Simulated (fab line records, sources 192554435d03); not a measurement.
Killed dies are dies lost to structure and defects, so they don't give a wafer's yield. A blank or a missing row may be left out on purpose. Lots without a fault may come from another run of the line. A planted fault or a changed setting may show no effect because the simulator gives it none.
Split-lot experiment | flow n5_finfet | 7 lots, 21 wafers read, on a route of 1938 steps

THE SPLIT
At N5_BEOL_M7_VIA_ETCH_34 (etches SiCOH lowk in C4F6/O2, target depth 125.5 nm, time 50.5 s), the setting source_w was moved away from the recipe's 345 W on 4 of the 21 wafers read, by -16.4% to +15.7%. The other wafers ran this setting at the recipe's value.

The reading is taken at the split's own step.

THE READING
rf_vpp_V, in V, at N5_BEOL_M7_VIA_ETCH_34 (etches SiCOH lowk in C4F6/O2, target depth 125.5 nm, time 50.5 s). Fault-free wafers of this fab line usually give 665 V, standard deviation 8.3 V.

wafer  | tool, chamber at the split | source_w as run, W | against the recipe | rf_vpp_V, V | against lot-mates on the recipe
L074.1 | rie_diel-06, 1             | 345                | recipe             | 678         | -
L074.3 | rie_diel-06, 2             | 345                | recipe             | 675         | -
L074.5 | rie_diel-06, 3             | 345                | recipe             | 656         | -
L075.1 | rie_diel-03, 0             | 288.5              | -16.4%             | 722         | +62
L075.3 | rie_diel-03, 3             | 288.5              | -16.4%             | 724         | +64
L075.6 | rie_diel-03, 3             | 345                | recipe             | 660         | -
L076.3 | rie_diel-06, 2             | 345                | recipe             | 675         | -
L076.5 | rie_diel-06, 0             | 345                | recipe             | 674         | -
L076.6 | rie_diel-06, 1             | 345                | recipe             | 679         | -
L079.1 | rie_diel-04, 2             | 345                | recipe             | 655         | -
L079.5 | rie_diel-04, 0             | 345                | recipe             | 663         | -
L079.6 | rie_diel-04, 3             | 345                | recipe             | 669         | -
L091.1 | rie_diel-03, 1             | 345                | recipe             | 674         | -
L091.3 | rie_diel-03, 3             | 399.3              | +15.7%             | 612         | -62
L091.5 | rie_diel-03, 2             | 399.3              | +15.7%             | 607         | -67
L089.2 | rie_diel-06, 3             | 345                | recipe             | 654         | -
L089.4 | rie_diel-06, 0             | 345                | recipe             | 673         | -
L089.5 | rie_diel-06, 3             | 345                | recipe             | 656         | -
L096.2 | rie_diel-04, 3             | 345                | recipe             | 670         | -
L096.3 | rie_diel-04, 2             | 345                | recipe             | 655         | -
L096.5 | rie_diel-04, 0             | 345                | recipe             | 664         | -

THE FIT
A straight line over all 21 wafers: rf_vpp_V changes by -3.53 V for each +1% of source_w; r = -0.95; the points scatter about the line by 8.4 V.
The same after taking each lot's own level away (the mean of its wafers on the recipe; 21 wafers): -3.97 V for each +1%; r = -0.98; scatter 6.3 V.
On that fit, the largest move of source_w shifts the reading by 65 V.
The lots' own levels span 660.0 to 676.0 V, that is 1.9 times the standard deviation above.
So the lot-to-lot level changes the slope: the two fits differ.
Check: with one of the wafers moved furthest among these (-16.4%) left out of the fit, the line predicts +65.7 V for it against its lot-mates. It came out at +62 V against them.
Tool readings at the split's step, against how far the setting was moved: rf_vpp_V r = -0.95.

OTHER SPLITS ON THESE WAFERS
These wafers also went through other splits before the reading. Each is held against what the fit with the lots' levels taken away leaves over:
other split on the same wafers     | wafers away from the commonest value | r with rf_vpp_V (lot level and that fit taken away)
N5_BEOL_M5_COAT_66 spin_rpm        | 7                                    | -0.28
N5_BEOL_M6_EXPOSE_25 dose_mj       | 10                                   | +0.21
N5_BEOL_M6_ETCH_66 bias_w          | 6                                    | +0.05
N5_BEOL_M6_TRENCH_ETCH_37 source_w | 5                                    | -0.12
N5_BEOL_M7_DESCUM_33 time_s        | 5                                    | +0.08

THE WHOLE CHAIN: every reading that the file lists as answering this split, in the file's order
step                   | what it does                                                     | reading                                                        | change (the file's fit)               | r (the file's)
N5_BEOL_M7_VIA_ETCH_34 | etches SiCOH lowk in C4F6/O2, target depth 125.5 nm, time 50.5 s | rf_vpp_V                                                       | -3.97 V for each +1% of the setting   | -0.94
N5_BEOL_M7_VIA_ETCH_34 | etches SiCOH lowk in C4F6/O2, target depth 125.5 nm, time 50.5 s | etch.depth_nm (the simulator's own value, which no gauge read) | +0.488 nm for each +1% of the setting | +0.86

THE FILE'S OWN FIT
rf_vpp_V changes by -3.97 V for each +1% of source_w, r = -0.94.
